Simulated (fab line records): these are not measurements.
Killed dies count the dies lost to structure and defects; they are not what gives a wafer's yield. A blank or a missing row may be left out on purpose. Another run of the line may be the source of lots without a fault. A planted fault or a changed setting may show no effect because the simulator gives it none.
Problem report in the 8D (eight disciplines) form, filled by code -- flow nand harc -- the parts of the form that need people (team, actions taken, sign-off) are left out

1. WHAT IS WRONG
At NHARC_P_ZERO_WELL_ETCH_63, oes product au averages 0.923 a.u. over 3 wafers from 2 lots, while fault-free wafers read 1.006 a.u., standard deviation 0.0096. That is -8.6 standard deviations from the usual mean.
The step: etches the open film in HBr/Cl2, target depth 120 nm, time 40.1 s.
First observed at day 7 01:41: wafer L127.5, on rie si-01. At this step, 18 wafers from 6 lots have a number in the record. The rule behind "out" and "out of limits": a value lying over 4 standard deviations away from the usual mean. The rest of the wafers with a number are treated as sound.

2. WHAT THIS IS AND IS NOT
question,is,is not
which readings at this step,oes product au,"drypump motor current A, he backside leak sccm, throttle valve pct"
which lots,"L127, L128","L105, L107, L111, L112"
which wafers of those lots,"L127.5, L128.4, L128.5","L127.2, L127.3, L128.3"
read on which tools,rie si-01,"rie si-03, rie si-06"
when,from day 7 01:41,up to then (14 sound wafers); but 1 sound wafer of L128 came after

3. SUSPECTS, AND WHAT RULES EACH OUT
Counting: if a tool at a process step up to the reading ran every lot that is out, it stays a suspect. Sound lots after the first of them don't rule it out here, since some wafers of a struck lot are sound.
- rie diel-07 at NHARC_P_ZERO_WELL_DESCUM_13 (chemistry O2, time 3 s): kept. Every lot that is out went through it, the first being L127 (day 7 01:26); the last sound lot it ran before that was L107 (day 2 01:17).
- rie diel-07 at NHARC_P_ZERO_WELL_ETCH_65 (etches the open film in N2/H2, target depth 80 nm, overetch 24 nm, time 87.88 s): kept. Every lot that is out went through it, the first being L127 (day 7 01:30); the last sound lot it ran before that was L107 (day 2 01:22).
- rie diel-07 at NHARC_P_ZERO_WELL_ETCH_62 (etches the open film in CHF3/Ar, target depth 13 nm, time 6.5 s): kept. Every lot that is out went through it, the first being L127 (day 7 01:41); the last sound lot it ran before that was L107 (day 2 01:32). Because NHARC_P_ZERO_WELL_ETCH_62 lacks a start for some lots, the hours and order of its lots are taken from NHARC_P_ZERO_WELL_ETCH_63.
- rie si-01 at NHARC_P_ZERO_WELL_ETCH_63 (etches the open film in HBr/Cl2, target depth 120 nm, time 40.1 s): kept. Every lot that is out went through it, the first being L127 (day 7 01:41); the last sound lot it ran before that was L112 (day 3 07:35). Its own oes product au readings are out on those wafers.
Left after counting: rie diel-07 at NHARC_P_ZERO_WELL_DESCUM_13, rie diel-07 at NHARC_P_ZERO_WELL_ETCH_65, rie diel-07 at NHARC_P_ZERO_WELL_ETCH_62, rie si-01 at NHARC_P_ZERO_WELL_ETCH_63.

4. THE CAUSE (what the simulator had put in)
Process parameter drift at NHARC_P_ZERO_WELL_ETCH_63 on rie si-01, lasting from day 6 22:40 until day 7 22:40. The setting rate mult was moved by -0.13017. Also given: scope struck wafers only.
Counting left 4 suspects, and this tool is among them.

5. SEQUENCE OF EFFECTS, ordered by route
Each row: a reading whose mean over the struck wafers that have a number lies more than 3 standard deviations from the usual. Only readings whose record carries a usual standard deviation are examined. hours: median over the lots of the time between each lot's start at the first step of this table that gives one and its start at this step. sigmas: the change, counted in usual standard deviations.
hours,step,reading,usual,on struck wafers,change,sigmas
0,NHARC_P_ZERO_WELL_ETCH_63,oes product au,1.006 a.u.,0.923,-0.083,-8.6
Here are the process steps it includes:
- NHARC_P_ZERO_WELL_ETCH_63: etches the open film in HBr/Cl2, target depth 120 nm, time 40.1 s.
Later steps that measure or inspect, where all struck wafers having a row at the step show a number for every such reading and not one has moved that far: NHARC_P_ZERO_WELL_CD_MEAS_24, NHARC_P_ZERO_WELL_CD_MEAS_37.

6. HOW IT WOULD HAVE BEEN CAUGHT EARLIER
First out-of-limits reading in this record: day 7 01:41, which is 3 hours after fault onset at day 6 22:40.
